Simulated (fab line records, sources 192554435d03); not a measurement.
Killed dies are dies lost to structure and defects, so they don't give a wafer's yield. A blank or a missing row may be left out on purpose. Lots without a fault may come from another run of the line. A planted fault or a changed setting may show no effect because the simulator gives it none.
fab line records | flow n5_finfet
record lots=10 wafers=30 last_day=17
route steps=1938 shown BEOL_M9@1438
lots that met no fault: from a run of the same line without faults
start_h: hours from the record's first day to the start of the lot's first wafer shown | wait_h: hours since the lot's step before | " the same as in the row above | L1.1+2: a row that stands for several wafers | - no value, or no start given | * or withheld: withheld | < > ~ a bound
route shown NAME@n: a module of which the file shows steps, and the number in the route of the first | usual: mean/standard deviation of fault-free wafers | same: alike in all rows | chamber/n: place in a boat | sites: the reading at each site | _std_site: their standard deviation | _edge_site: outer sites' mean less inner sites' | radius_mm: how far each site lies from the wafer's centre | mask NAME#n: copy n | behind: the tool/chamber that last shaped the wafer | hold: why the lot was held/for how many hours/how that ended | device: the transistor (n, p or np) that didn't switch | end of line: the same wafers' tests at the end of the route | a step without rows: its recipe alone | killed: dies lost to structure and defects at the first sort, not the wafer's yield | map: a wafer's dies, x killed, . not, _ none there
set.NAME: the setting as run; set.NAME@STEP: as run at that earlier step | model.NAME: the simulator's own value behind a step, which no gauge read
steps of the route over a sample of lots; a table a step, a row a wafer
services: from which hour (start_h, from the record's first day; less than 0 if before it) a tool's chamber was out of use, for how many hours, and why
## steps
# step N5_BEOL_M9_ETCH_76
# recipe chemistry=N2/H2 target=underlayer target_depth_a=65 mask_material=CAR-EUV time_s=5.2 ion_energy_ev=200 pressure_mtorr=30 source_w=840 bias_w=150 n2_flow_sccm=200 h2_flow_sccm=200 ends=cleared
# usual bias_w=149.9/0.52 drypump_motor_current_A=5.7/0.63 etch_rf_on_time_s=5.13/0.1 oes_product_au=0.69/0.083 rf_vpp_V=524/3.2 showerhead_plenum_p_Torr=2.54/0.11 throttle_valve_pct=17.79/0.22
# columns lot.wafer tool chamber start_h wait_h bias_w drypump_motor_current_A etch_rf_on_time_s oes_product_au rf_hours_counter_h rf_vpp_V showerhead_plenum_p_Torr throttle_valve_pct
L415.3 rie_diel-05 0 213.48 0.0 149.5 4.7 5.08 0.73 50 523 2.47 17.60
L415.4 " 3 " " 149.5 6.8 5.11 0.65 157 521 2.44 17.87
L415.5 " 3 " " 149.7 6.8 5.15 0.65 - 520 2.44 17.90
L417.1 rie_diel-03 1 215.77 0.0 151.0 5.4 5.20 0.63 184 526 2.63 17.74
L417.3 " 2 " " 150.4 5.2 5.30 0.62 161 528 2.64 17.71
L417.5 " 2 " " 149.5 5.2 5.29 0.62 - 527 2.64 17.71
L418.1 rie_diel-05 2 241.53 0.0 150.0 6.2 5.31 0.58 194 522 2.42 17.95
L418.3 " 3 " " 151.4 6.8 5.19 0.64 166 522 2.44 17.91
L418.6 " 2 " " 150.2 6.2 5.30 0.59 - 521 2.42 17.95
L422.1 rie_diel-05 1 252.89 0.0 151.1 6.0 5.10 0.78 15 523 2.51 17.97
L422.4 " 0 " " 150.0 4.7 5.04 0.72 62 524 2.47 17.65
L422.6 " 3 " " 149.3 6.8 5.12 0.64 - 519 2.44 17.92
L423.1 rie_diel-01 3 252.93 0.0 150.7 4.9 5.04 0.79 19 526 2.60 17.49
L423.2 " 0 " " 150.1 6.0 5.02 0.84 10 528 2.61 17.69
L423.4 " 3 " " 149.6 4.9 5.01 0.79 - 526 2.60 17.47
L424.3 rie_diel-01 1 262.44 0.0 149.2 5.8 4.96 0.76 60 527 2.69 17.59
L424.5 " 2 " " 149.6 6.4 5.13 0.61 - 530 2.63 18.34
L424.6 " 1 " " 149.7 5.8 5.01 0.75 - 529 2.69 17.59
L426.1 rie_diel-03 2 280.49 0.0 150.2 5.2 5.26 0.61 179 527 2.63 17.74
L426.2 " 3 " " 150.9 5.3 5.26 0.63 157 519 2.34 17.75
L426.4 " 1 " " 149.4 5.5 5.13 0.61 - 526 2.62 17.79
L427.2 rie_diel-01 2 287.21 0.0 150.4 6.4 5.18 0.62 210 526 2.63 18.35
L427.5 " 0 " " 149.3 6.0 5.08 0.82 - 526 2.60 17.75
L427.6 " 1 " " 149.3 5.8 5.13 0.73 - 527 2.68 17.61
L435.1 rie_diel-03 1 330.59 0.0 149.4 5.4 5.20 0.60 221 528 2.62 17.79
L435.3 " 3 " " 150.2 5.3 5.27 0.62 175 517 2.33 17.78
L435.4 " 2 " " 149.9 5.2 5.30 0.60 196 526 2.63 17.82
L436.2 rie_diel-03 2 342.25 0.0 150.4 5.1 5.17 0.61 199 527 2.62 17.79
L436.3 " 3 " " 150.1 5.2 5.23 0.62 179 517 2.33 17.77
L436.6 " 3 " " 149.6 5.2 5.21 0.62 - 518 2.33 17.77
# step N5_BEOL_M9_TRENCH_ETCH_37
# recipe chemistry=C4F6/O2 target_depth_a=1514.3 target=SiCOH_lowk time_s=49 ion_energy_ev=250 pressure_mtorr=30 source_w=345 bias_w=185 Ar_flow_sccm=300 C4F6_flow_sccm=10 O2_flow_sccm=10
# usual bias_w=185.0/0.52 drypump_motor_current_A=5.7/0.62 oes_ar_750_au=0.81/0.091 oes_f_703_au=0.81/0.092 oes_product_au=0.81/0.097 rf_vpp_V=663/6 showerhead_plenum_p_Torr=2.84/0.11 throttle_valve_pct=20.86/0.18
# same time_s=49
# columns lot.wafer tool chamber start_h wait_h bias_w drypump_motor_current_A oes_ar_750_au oes_f_703_au oes_product_au rf_hours_counter_h rf_vpp_V showerhead_plenum_p_Torr throttle_valve_pct
L415.3 rie_diel-05 0 213.73 - 185.3 4.7 0.86 0.86 0.86 50 658 2.78 20.76
L415.4 " 3 " " 184.8 6.8 0.77 0.77 0.76 157 653 2.74 21.05
L415.5 " 3 " " 184.4 6.8 0.76 0.77 0.76 - 653 2.74 21.04
L417.1 rie_diel-03 1 216.02 - 185.4 5.4 0.73 0.72 0.74 184 668 2.95 20.80
L417.3 " 2 " " 185.2 5.2 0.75 0.75 0.73 161 661 2.94 20.79
L417.5 " 2 " " 185.2 5.2 0.75 0.75 0.74 - 661 2.94 20.76
L418.1 rie_diel-05 2 241.77 - 192.3 6.2 0.70 0.70 0.70 194 680 2.71 21.07
L418.3 " 3 " " 193.1 6.8 0.76 0.77 0.76 166 673 2.74 21.05
L418.6 " 2 " " 192.7 6.2 0.71 0.71 0.71 - 680 2.71 21.07
L422.1 rie_diel-05 1 253.13 - 192.5 6.0 0.92 0.91 0.94 15 695 2.78 20.82
L422.4 " 0 " " 193.4 4.7 0.85 0.85 0.85 62 678 2.78 20.80
L422.6 " 3 " " 192.6 6.8 0.76 0.76 0.76 - 674 2.74 21.05
L423.1 rie_diel-01 3 253.18 - 184.7 4.9 0.92 0.92 0.92 19 661 2.92 20.64
L423.2 " 0 " " 184.4 6.0 0.97 0.98 0.98 10 668 2.90 20.78
L423.4 " 3 " " 185.5 4.9 0.91 0.92 0.93 - 662 2.92 20.64
L424.3 rie_diel-01 1 262.69 - 184.3 5.8 0.87 0.88 0.87 61 668 3.00 20.77
L424.5 " 2 " " 184.8 6.3 0.73 0.74 0.72 - 662 2.93 21.28
L424.6 " 1 " " 184.8 5.8 0.86 0.87 0.87 - 666 3.00 20.77
L426.1 rie_diel-03 2 280.73 - 185.3 5.1 0.73 0.74 0.73 179 661 2.94 20.79
L426.2 " 3 " " 185.3 5.2 0.75 0.74 0.75 157 661 2.62 20.75
L426.4 " 1 " " 185.1 5.4 0.72 0.71 0.72 - 670 2.93 20.85
L427.2 rie_diel-01 2 287.45 - 183.6 6.4 0.73 0.74 0.72 210 662 2.93 21.27
L427.5 " 0 " " 185.8 6.0 0.93 0.94 0.95 - 668 2.90 20.79
L427.6 " 1 " " 184.2 5.8 0.85 0.87 0.86 - 669 3.00 20.77
L435.1 rie_diel-03 1 330.84 - 184.8 5.5 0.70 0.70 0.71 221 670 2.93 20.84
L435.3 " 3 " " 185.2 5.2 0.73 0.72 0.72 175 662 2.62 20.78
L435.4 " 2 " " 185.0 5.2 0.72 0.72 0.71 196 661 2.93 20.83
L436.2 rie_diel-03 2 342.50 - 184.7 5.2 0.72 0.72 0.71 199 661 2.93 20.83
L436.3 " 3 " " 185.6 5.3 0.72 0.72 0.73 179 661 2.61 20.79
L436.6 " 3 " " 184.8 5.2 0.73 0.72 0.72 - 662 2.61 20.78
# step N5_BEOL_M9_STRIP_80
# recipe chemistry=N2/H2 time_s=10 power_w=450 temp_c=40 pressure_mtorr=20 rf_frequency_hz=6e+07 bias_power_w=7 n2_flow_sccm=200 h2_flow_sccm=200
# usual drypump_motor_current_A=5.7/0.63 oes_product_au=0.81/0.096 rf_vpp_V=59.1/0.89 showerhead_plenum_p_Torr=2.54/0.11 throttle_valve_pct=23.56/0.28
# same time_s=10
# columns lot.wafer tool chamber start_h wait_h drypump_motor_current_A oes_product_au rf_hours_counter_h rf_vpp_V showerhead_plenum_p_Torr throttle_valve_pct
L415.3 rie_diel-05 0 - - 4.7 0.85 50 59.8 2.47 23.32
L415.4 " 3 " " 6.8 0.76 157 59.3 2.44 23.57
L415.5 " 3 " " 6.8 0.76 - 59.1 2.44 23.59
L417.1 rie_diel-03 1 - - 5.4 0.73 184 59.0 2.63 23.46
L417.3 " 2 " " 5.1 0.74 161 59.2 2.64 23.34
L417.5 " 2 " " 5.2 0.73 - 60.0 2.64 23.36
L418.1 rie_diel-05 2 - - 6.2 0.70 194 58.5 2.42 23.63
L418.3 " 3 " " 6.8 0.75 166 57.8 2.44 23.60
L418.6 " 2 " " 6.2 0.70 - 57.5 2.42 23.62
L422.1 rie_diel-05 1 - - 6.0 0.93 15 59.6 2.50 24.05
L422.4 " 0 " " 4.7 0.85 62 59.1 2.46 23.31
L422.6 " 3 " " 6.8 0.75 - 58.2 2.43 23.60
L423.1 rie_diel-01 3 - - 4.9 0.91 19 60.3 2.60 23.24
L423.2 " 0 " " 6.0 0.97 10 60.5 2.60 23.55
L423.4 " 3 " " 4.9 0.91 - 57.5 2.60 23.25
L424.3 rie_diel-01 1 - - 5.8 0.86 61 61.2 2.68 23.31
L424.5 " 2 " " 6.4 0.72 - 60.6 2.63 24.26
L424.6 " 1 " " 5.8 0.87 - 59.7 2.68 23.29
L426.1 rie_diel-03 2 - - 5.2 0.73 179 58.8 2.63 23.38
L426.2 " 3 " " 5.3 0.74 157 59.0 2.34 23.45
L426.4 " 1 " " 5.4 0.73 - 60.2 2.62 23.51
L427.2 rie_diel-01 2 - - 6.4 0.72 210 60.5 2.62 24.25
L427.5 " 0 " " 6.0 0.94 - 58.9 2.60 23.54
L427.6 " 1 " " 5.8 0.86 - 59.2 2.68 23.31
L435.1 rie_diel-03 1 - - 5.4 0.71 221 58.3 2.61 23.53
L435.3 " 3 " " 5.2 0.72 175 58.5 2.33 23.49
L435.4 " 2 " " 5.2 0.71 196 58.8 2.62 23.40
L436.2 rie_diel-03 2 - - 5.2 0.71 199 58.5 2.62 23.38
L436.3 " 3 " " 5.2 0.72 179 59.6 2.33 23.50
L436.6 " 3 " " 5.2 0.72 - 57.9 2.33 23.49
# step N5_BEOL_M9_CURE_72
# recipe temp_c=370 time_s=120 ambient=DMADMS/He material=SiCOH_lowk
# usual lamp_power_pct=52.31/0.056 wafer_temp_C_max=371.8/0.59
# same time_s=120
# columns lot.wafer tool chamber start_h wait_h lamp_power_pct wafer_temp_C_max
L415.3 uv_cure-02 2 214.30 0.1 52.28 372.5
L415.4 " 2 " " 52.30 371.8
L415.5 " 2 " " 52.29 371.8
L417.1 uv_cure-01 1 216.48 0.0 52.32 371.8
L417.3 " 1 " " 52.30 372.4
L417.5 " 1 " " 52.41 371.9
L418.1 uv_cure-01 1 242.14 0.0 52.36 372.0
L418.3 " 1 " " 52.17 372.5
L418.6 " 1 " " 52.31 371.6
L422.1 uv_cure-01 0 253.50 0.0 52.30 371.5
L422.4 " 0 " " 52.28 371.4
L422.6 " 0 " " 52.37 371.6
L423.1 uv_cure-03 0 253.54 0.0 52.23 372.6
L423.2 " 0 " " 52.36 372.2
L423.4 " 0 " " 52.26 371.5
L424.3 uv_cure-03 0 263.15 0.1 52.38 372.3
L424.5 " 0 " " 52.27 372.2
L424.6 " 0 " " 52.22 372.1
L426.1 uv_cure-03 1 281.11 0.0 52.32 370.7
L426.2 " 1 " " 52.36 371.1
L426.4 " 1 " " 52.36 371.0
L427.2 uv_cure-01 0 287.88 0.1 52.42 370.9
L427.5 " 0 " " 52.38 371.2
L427.6 " 0 " " 52.28 371.6
L435.1 uv_cure-01 2 331.21 0.0 52.34 371.7
L435.3 " 2 " " 52.35 371.5
L435.4 " 2 " " 52.43 371.7
L436.2 uv_cure-03 2 342.92 0.1 52.33 371.5
L436.3 " 2 " " 52.27 371.6
L436.6 " 2 " " 52.28 371.3
## services
# columns tool chamber start_h hours kind
uv_cure-03 - 193.95 7.5 pm
rie_diel-01 0 197.61 - clean
rie_diel-01 0 197.61 - consumable_replace:focus_ring
rie_diel-01 0 197.61 26.5 scheduled_down
rie_diel-01 0 197.61 26.5 vent_cycle
rie_diel-01 - 202.49 2.8 pm
uv_cure-01 - 226.66 10.1 repair
rie_diel-01 2 247.19 13.3 repair
rie_diel-03 2 251.67 11.3 repair
rie_diel-03 0 263.00 - clean
rie_diel-03 0 263.00 - consumable_replace:focus_ring
rie_diel-03 0 263.00 18.7 scheduled_down
rie_diel-03 0 263.00 18.7 vent_cycle
rie_diel-01 2 276.08 10.4 repair
rie_diel-03 1 291.76 7.9 repair
uv_cure-03 - 328.21 14.1 repair
## key
first_sign step=N5_BEOL_M9_TRENCH_ETCH_37 reading=bias_w direction=up sigmas=15 usual=* struck=*
effect step=N5_BEOL_M9_TRENCH_ETCH_37 reading=rf_vpp_V direction=up sigmas=2.9 usual=663 struck=680
met_at N5_BEOL_M9_TRENCH_ETCH_37
struck_lots L418,L422
rows_end L418.1,L418.3,L418.6
not_acting_at N5_BEOL_M9_ETCH_76,N5_BEOL_M9_STRIP_80,N5_BEOL_M9_CURE_72
onset_between 213.73 241.77
earlier_fault kind=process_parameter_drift tool=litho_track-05 chamber=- onset_h=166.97 steps=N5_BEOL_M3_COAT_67 channel=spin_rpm offset=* shape=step acts_in=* stated=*
fault kind=process_parameter_drift tool=rie_diel-05 chamber=- onset_h=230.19 steps=N5_BEOL_M9_TRENCH_ETCH_37 channel=bias_w offset=* shape=step acts_in=* stated=*
# rows_end: these wafers met a further fault down the route, and their rows from its step on are left out
